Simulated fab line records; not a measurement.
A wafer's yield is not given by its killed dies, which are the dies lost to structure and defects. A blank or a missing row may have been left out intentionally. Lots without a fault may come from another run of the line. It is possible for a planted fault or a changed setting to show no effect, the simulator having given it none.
Which of the tools did it?    flow n5-finfet    10 lots with 28 wafers sampled at 4 steps, on a route of 1938 steps

## WHAT EACH GAUGE READ, for each wafer
N5_BEOL_M4_RC_MEAS_101. Usual: DIBL_N 36.3 mV/V, standard deviation 1.9; DIBL_P 36.0 mV/V, standard deviation 2.1; IOFF_N 0.16 nA/um, standard deviation 0.031; IOFF_P 0.21 nA/um, standard deviation 0.035; IOFF_P_85C 3.6 nA/um, standard deviation 0.5; IOFF_P_LIN 0.100 nA/um, standard deviation 0.012; ION_N 675 uA/um, standard deviation 14; ION_P 464 uA/um, standard deviation 8.5; REXT_P 100.2 ohm.um, standard deviation 2.6; SS_N 71.5 mV/dec, standard deviation 0.6; SS_P 73.3 mV/dec, standard deviation 0.72; VT_N 250 mV, standard deviation 3.2; VT_P -250 mV, standard deviation 3.1; VT_P_LVT -98.9 mV, standard deviation 2.6.
lot   measured      on         DIBL_N (mV/V)   DIBL_P (mV/V)   IOFF_N (nA/um)  IOFF_P (nA/um)  IOFF_P_85C (nA/um)  IOFF_P_LIN (nA/um)  ION_N (uA/um)  ION_P (uA/um)  REXT_P (ohm.um)    SS_N (mV/dec)   SS_P (mV/dec)   VT_N (mV)    VT_P (mV)       VT_P_LVT (mV)         flag
L837  day 7 18:26   prober-02  37.9 38.2 37.5  38.3 39.7 38.2  0.19 0.21 0.19  0.27 0.31 0.27  4.4 4.9 4.4         0.119 0.130 0.118   683 705 688    472 484 470    101.8 99.4 100.8   71.8 71.7 71.7  74.1 74.4 74.0  247 245 245  -245 -244 -246  -94.9 -92.8 -95.1     
L838  day 8 05:31   prober-02  33.9 36.2 35.7  34.2 36.9 35.3  0.12 0.16 0.14  0.18 0.23 0.21  3.2 3.9 3.7         0.089 0.107 0.102   658 668 656    458 462 454    103.9 103.5 103.2  71.0 71.5 70.8  72.4 73.3 72.4  252 250 252  -251 -248 -249  -99.4 -96.7 -97.0     
L839  day 8 06:11   prober-01  33.5 37.7 34.6  31.3 36.1 32.5  0.11 0.17 0.13  0.14 0.20 0.15  2.6 3.5 2.8         0.072 0.095 0.079   649 662 664    443 455 452    103.1 100.6 102.6  70.3 72.0 71.9  72.5 73.5 72.4  254 253 253  -258 -252 -256  -106.3 -101.3 -104.5  
L840  day 8 15:01   prober-01  34.5 34.5 39.1  36.0 36.8 41.7  0.14 0.14 0.24  0.19 0.20 0.29  3.3 3.4 4.7         0.092 0.095 0.124   691 673 698    475 464 470    102.7 103.3 103.5  70.4 70.9 71.9  73.7 74.3 74.9  249 251 242  -252 -250 -247  -97.6 -97.4 -93.3     
L843  day 9 06:25   prober-02  39.9 38.3 37.1  40.2 37.8 35.9  0.22 0.18 0.17  0.26 0.23 0.21  4.4 3.9 3.6         0.115 0.107 0.101   692 689 701    471 473 477    98.2 99.7 99.4     72.2 71.7 71.5  75.1 73.6 74.6  247 247 246  -246 -246 -248  -96.3 -98.1 -98.3     
L845  day 9 10:14   prober-01  33.6 36.4 35.0  31.7 35.0 34.1  0.10 0.14 0.12  0.16 0.21 0.20  2.9 3.6 3.5         0.084 0.100 0.099   667 675 663    464 462 462    101.4 101.9 99.7   70.8 72.4 70.9  71.8 72.9 72.1  257 252 255  -254 -248 -249  -101.9 -99.2 -98.7    
L846  day 9 16:55   prober-01  37.2 33.7 30.6  39.2 35.7 31.6  0.19 0.13 0.09  0.23 0.18 0.13  4.0 3.1 2.4         0.102 0.085 0.068   662 667 638    451 454 441    99.2 98.5 99.0     72.9 70.8 70.6  73.5 72.9 72.3  250 252 256  -249 -255 -255  -99.8 -101.7 -105.6   
L852  day 13 14:40  prober-01  33.1 33.9       32.6 27.8       0.11 0.12       0.14 0.06       2.6 1.3             0.074 0.037         665 664        450 402        96.1 132.1         69.9 70.9       72.3 71.4       255 254      -255 -271       -102.2 -118.4         OFF
L855  day 13 20:01  prober-02  39.9 40.5       38.6 33.9       0.21 0.24       0.25 0.12       4.3 2.4             0.111 0.061         683 715        462 428        103.2 139.5        72.6 72.2       74.0 73.0       245 244      -247 -261       -97.8 -111.1          OFF
L858  day 13 00:07  prober-02  38.4 35.6 38.0  36.3 34.7 37.4  0.17 0.12 0.16  0.21 0.19 0.22  3.7 3.4 3.9         0.101 0.096 0.106   663 668 676    453 464 460    100.3 99.1 102.3   72.6 71.1 72.0  73.2 73.2 74.0  250 252 248  -250 -251 -246  -100.3 -101.7 -100.3  

## EACH LOT AND THE TOOL THAT RAN IT (in order: tool; ch and the chambers of the sampled wafers; start)
lot   N5_SD_EPI_P_VAPOR_ETCH_44       N5_BEOL_M4_SPUTTER_94         N5_BEOL_M4_DEP_57
L837  epi-rpcvd-01 ch 0, day 3 12:17  pvd-sputter-03, day 7 17:07   pecvd-04 ch 1,2, day 7 18:19
L838  epi-rpcvd-03 ch 0, day 3 17:02  pvd-sputter-02, day 8 03:58   pecvd-04 ch 0,1,2, day 8 05:15
L839  epi-rpcvd-04 ch 0, day 3 19:58  pvd-sputter-03, day 8 04:34   pecvd-04 ch 0,1,2, day 8 05:46
L840  epi-rpcvd-03 ch 0, day 4 02:16  pvd-sputter-01, day 8 13:28   pecvd-02 ch 0,1, day 8 14:44
L843  epi-rpcvd-03 ch 0, day 4 17:59  pvd-sputter-03, day 9 04:57   pecvd-02 ch 1,2, day 9 06:09
L845  epi-rpcvd-03 ch 0, day 5 06:17  pvd-sputter-02, day 9 08:28   pecvd-01 ch 0,1,2, day 9 09:58
L846  epi-rpcvd-03 ch 0, day 5 12:45  pvd-sputter-02, day 9 15:34   pecvd-04 ch 0,1, day 9 16:47
L852  epi-rpcvd-03 ch 0, day 7 03:34  pvd-sputter-03, day 13 13:02  pecvd-01 ch 2, day 13 14:15
L855  epi-rpcvd-03 ch 0, day 7 18:19  pvd-sputter-03, day 13 14:52  pecvd-02 ch 0,1, day 13 19:27
L858  epi-rpcvd-01 ch 0, day 8 15:34  pvd-sputter-02, day 12 22:20  pecvd-01 ch 0,2, day 12 23:50
- N5_SD_EPI_P_VAPOR_ETCH_44: etches SiGe30 in NF3/Ar, time 3.3 s.
- N5_BEOL_M4_SPUTTER_94: material Cu, target thk 4.5 nm, time 8.29 s.
- N5_BEOL_M4_DEP_57: deposits SiCN from 3MS/NH3, target thk 8 nm, time 14 s.

## AS READ BY THE TOOLS THEMSELVES (means over the sampled wafers that have a number; for cases with no such wafer, the mark the record gives instead)
N5_BEOL_M4_SPUTTER_94. Usual: chuck-gas-flow-sccm 1.26 sccm, standard deviation 0.057; substrate-temp-c -20.00 C, standard deviation 0.11; throttle-valve-pct 29.8 %, standard deviation 1.1.
lot   tool            chuck-gas-flow-sccm (sccm)  substrate-temp-c (C)  throttle-valve-pct (%)  flag
L837  pvd-sputter-03  1.27                        -19.94                29.8                    
L838  pvd-sputter-02  1.19                        -19.98                29.7                    
L839  pvd-sputter-03  1.29                        -19.96                28.7                    
L840  pvd-sputter-01  1.25                        -19.89                31.0                    
L843  pvd-sputter-03  1.29                        -20.06                30.3                    
L845  pvd-sputter-02  1.22                        -19.94                28.9                    
L846  pvd-sputter-02  1.24                        -19.98                29.2                    
L852  pvd-sputter-03  1.26                        -19.94                29.5                    
L855  pvd-sputter-03  1.21                        -19.99                29.4                    
L858  pvd-sputter-02  1.29                        -20.05                28.5                    

N5_BEOL_M4_DEP_57. Usual: showerhead-plenum-p-Torr 3.663 Torr, standard deviation 0.016; throttle-valve-pct 9.2 %, standard deviation 0.46.
lot   tool      showerhead-plenum-p-Torr (Torr)  throttle-valve-pct (%)  flag
L837  pecvd-04  3.672                            8.9                     
L838  pecvd-04  3.673                            9.1                     
L839  pecvd-04  3.675                            9.1                     
L840  pecvd-02  3.654                            9.5                     
L843  pecvd-02  3.653                            9.1                     
L845  pecvd-01  3.656                            9.3                     
L846  pecvd-04  3.679                            9.4                     
L852  pecvd-01  3.634                            8.6                     
L855  pecvd-02  3.652                            9.6                     
L858  pecvd-01  3.668                            9.6                     

## THE ANSWER, worked out from the rows above alone
Rule: take the mean of a lot's wafers that have a number; if it is more than 3 standard deviations from the usual mean, the lot is off. A lot without any number at a reading at which 4 lots or more have one is off too. Any other lot the step has rows for is counted as sound. Order of review: gauges by route order, followed by the tools' own readings, for which a lot's mean as printed above is used. At the first step where some lot is off, the reading lying furthest off is the one used; lots without a number count as furthest.
Off: at N5_BEOL_M4_RC_MEAS_101 (REXT_P), L852, L855.
If a tool, at a process step before that reading, ran all the lots that are off and no sound lot after the first of them, it fits. Those tools and the gauges at N5_BEOL_M4_RC_MEAS_101 are tried in the same way. This does not decide it: 2 tools fit, namely epi-rpcvd-03 at N5_SD_EPI_P_VAPOR_ETCH_44 and pvd-sputter-03 at N5_BEOL_M4_SPUTTER_94.

## WHAT THE SIMULATOR HAD INSERTED
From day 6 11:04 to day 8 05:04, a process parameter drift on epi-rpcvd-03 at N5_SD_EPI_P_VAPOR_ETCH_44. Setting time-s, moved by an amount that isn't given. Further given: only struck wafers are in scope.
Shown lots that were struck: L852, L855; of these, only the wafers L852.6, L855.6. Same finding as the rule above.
